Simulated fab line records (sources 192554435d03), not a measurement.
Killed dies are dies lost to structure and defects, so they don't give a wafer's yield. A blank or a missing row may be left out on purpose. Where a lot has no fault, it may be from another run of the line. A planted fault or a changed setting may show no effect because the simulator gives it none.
Matching of chambers ; flow n5Finfet ; N5_BEOL_M7_CMP_52 on cmp-03 has 4 sister chambers
The step polishes, stops on SiCOH lowk, t overpolish 6.9 s, target thk 80 nm. 8 wafers are shown with their chamber, then 8 later ones without.

## WAFERS WITH THEIR CHAMBER
wafer;chamber;motorCurrentA (A);barrierFieldEndpointS (s)
L081.2;0;7.2;28.4
L083.1;3;6.5;27.7
L083.3;0;7.0;28.3
L084.6;2;6.1;30.0
L087.2;1;4.8;29.4
L087.5;2;6.4;29.3
L087.6;1;4.9;29.3
L086.1;3;6.2;28.0

## WAFERS WHOSE CHAMBER IS MISSING
wafer;motorCurrentA (A);barrierFieldEndpointS (s)
L086.3;6.2;29.1
L086.5;5.0;29.1
L088.3;6.4;27.9
L088.5;5.2;29.2
L088.6;7.5;29.4
L090.1;7.1;28.9
L090.3;6.0;29.1
L090.5;6.0;29.6

## CHAMBER TAKEN BY EACH
wafer;from the rows above;in truth
L086.3;2;2
L086.5;1;1
L088.3;3;3
L088.5;1;1
L088.6;0;0
L090.1;0;0
L090.3;2;2
L090.5;2;2
Placed correctly: 8 of 8. From these rows, 0 cannot be placed. 0 placed wrongly.
How it was worked out, from the rows above alone: a wafer's distance from a chamber is the root of the sum, over the readings, of the square of ((its reading less the chamber's mean) divided by the reading's scatter). If the next closest chamber is less than 2 further off than the closest, the wafer can't be placed; otherwise it belongs to the closest. For every chamber, the mean is computed from those of its wafers that are shown. The scatter: take each reading less its chamber's mean, square it, sum over the shown wafers, divide by the number of wafers less the number of chambers, and take the root.
